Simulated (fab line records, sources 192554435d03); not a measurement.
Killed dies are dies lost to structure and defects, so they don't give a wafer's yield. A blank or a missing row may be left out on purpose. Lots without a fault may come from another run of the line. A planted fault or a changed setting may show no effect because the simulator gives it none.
Split-lot experiment | flow n5_finfet | 7 lots, 21 wafers read, on a route of 1938 steps

THE SPLIT
At N5_BEOL_M15_EXPOSE_25 (exposes mask M15, target cd 400 nm), the setting dose_mj was moved away from the recipe's 35.5 on 2 of the 21 wafers read, by -7.4% to +6.1%. The other wafers ran this setting at the recipe's value.

FROM THE SPLIT TO THE READING: what the file shows between them, 3 steps
- N5_BEOL_M15_PEB_26: peb time 90 s
- N5_BEOL_M15_DEVELOP_27: develop time 45 s
- N5_BEOL_M15_HARDBAKE_32: time 120 s

THE READING
cd_nm, in nm, at N5_BEOL_M15_CD_MEAS_28 (target cd 407.6 nm). Fault-free wafers of this fab line usually give 407.6 nm, standard deviation 1.5 nm.

wafer  | tool, chamber at the split | dose_mj as run | against the recipe | cd_nm, nm | against lot-mates on the recipe
L077.1 | krf_scanner-01, 0          | 35.5           | recipe             | 407.9     | -
L077.5 | krf_scanner-01, 0          | 35.5           | recipe             | 408.8     | -
L077.6 | krf_scanner-01, 0          | 35.5           | recipe             | 408.0     | -
L084.2 | krf_scanner-02, 0          | 35.5           | recipe             | 404.7     | -
L084.5 | krf_scanner-02, 0          | 37.65          | +6.1%              | 415.1     | +9.9
L084.6 | krf_scanner-02, 0          | 35.5           | recipe             | 405.8     | -
L086.2 | krf_scanner-01, 0          | 35.5           | recipe             | 409.1     | -
L086.5 | krf_scanner-01, 0          | 35.5           | recipe             | 409.4     | -
L086.6 | krf_scanner-01, 0          | 35.5           | recipe             | 409.1     | -
L087.1 | krf_scanner-01, 0          | 35.5           | recipe             | 407.9     | -
L087.3 | krf_scanner-01, 0          | 35.5           | recipe             | 407.6     | -
L087.4 | krf_scanner-01, 0          | 35.5           | recipe             | 409.4     | -
L090.1 | krf_scanner-02, 0          | 32.86          | -7.4%              | 395.8     | -11.2
L090.3 | krf_scanner-02, 0          | 35.5           | recipe             | 408.5     | -
L090.4 | krf_scanner-02, 0          | 35.5           | recipe             | 405.6     | -
L094.2 | krf_scanner-01, 0          | 35.5           | recipe             | 406.0     | -
L094.4 | krf_scanner-01, 0          | 35.5           | recipe             | 406.3     | -
L094.5 | krf_scanner-01, 0          | 35.5           | recipe             | 408.2     | -
L096.2 | krf_scanner-01, 0          | 35.5           | recipe             | 407.9     | -
L096.5 | krf_scanner-01, 0          | 35.5           | recipe             | 411.0     | -
L096.6 | krf_scanner-01, 0          | 35.5           | recipe             | 408.8     | -

THE FIT
A straight line over all 21 wafers: cd_nm changes by +1.45 nm for each +1% of dose_mj; r = +0.89; the points scatter about the line by 1.6 nm.
The same after taking each lot's own level away (the mean of its wafers on the recipe; 21 wafers): +1.56 nm for each +1%; r = +0.97; scatter 0.9 nm.
On that fit, the largest move of dose_mj shifts the reading by 12 nm.
The lots' own levels span 405.25 to 409.23 nm, that is 2.7 times the standard deviation above.
So the lot-to-lot level changes the slope little: the two slopes agree.
Check: with one of the wafers moved furthest among these (-7.4%) left out of the fit, the line predicts -12.1 nm for it against its lot-mates. It came out at -11.2 nm against them.

OTHER SPLITS ON THESE WAFERS
These wafers also went through other splits before the reading. Each is held against what the fit with the lots' levels taken away leaves over:
other split on the same wafers    | wafers away from the commonest value | r with cd_nm (lot level and that fit taken away)
N5_BEOL_M14_TRENCH_ETCH_34 time_s | 6                                    | -0.42

THE WHOLE CHAIN: every reading that the file lists as answering this split, in the file's order
step                       | what it does                                                  | reading                                                         | change (the file's fit)              | r (the file's)
N5_BEOL_M15_CD_MEAS_28     | target cd 407.6 nm                                            | cd_nm                                                           | +1.56 nm for each +1% of the setting | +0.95
N5_BEOL_M15_DESCUM_33      | chemistry O2, time 7.9 s                                      | BEOL_M15.cd_nm (the simulator's own value, which no gauge read) | +1.54 nm for each +1% of the setting | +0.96
N5_BEOL_M15_TRENCH_ETCH_34 | etches SiO2 in C4F8/O2/Ar, target depth 872.93 nm, time 199 s | BEOL_M15.cd_nm (the simulator's own value, which no gauge read) | +1.59 nm for each +1% of the setting | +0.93

THE FILE'S OWN FIT
cd_nm changes by +1.56 nm for each +1% of dose_mj, r = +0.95.
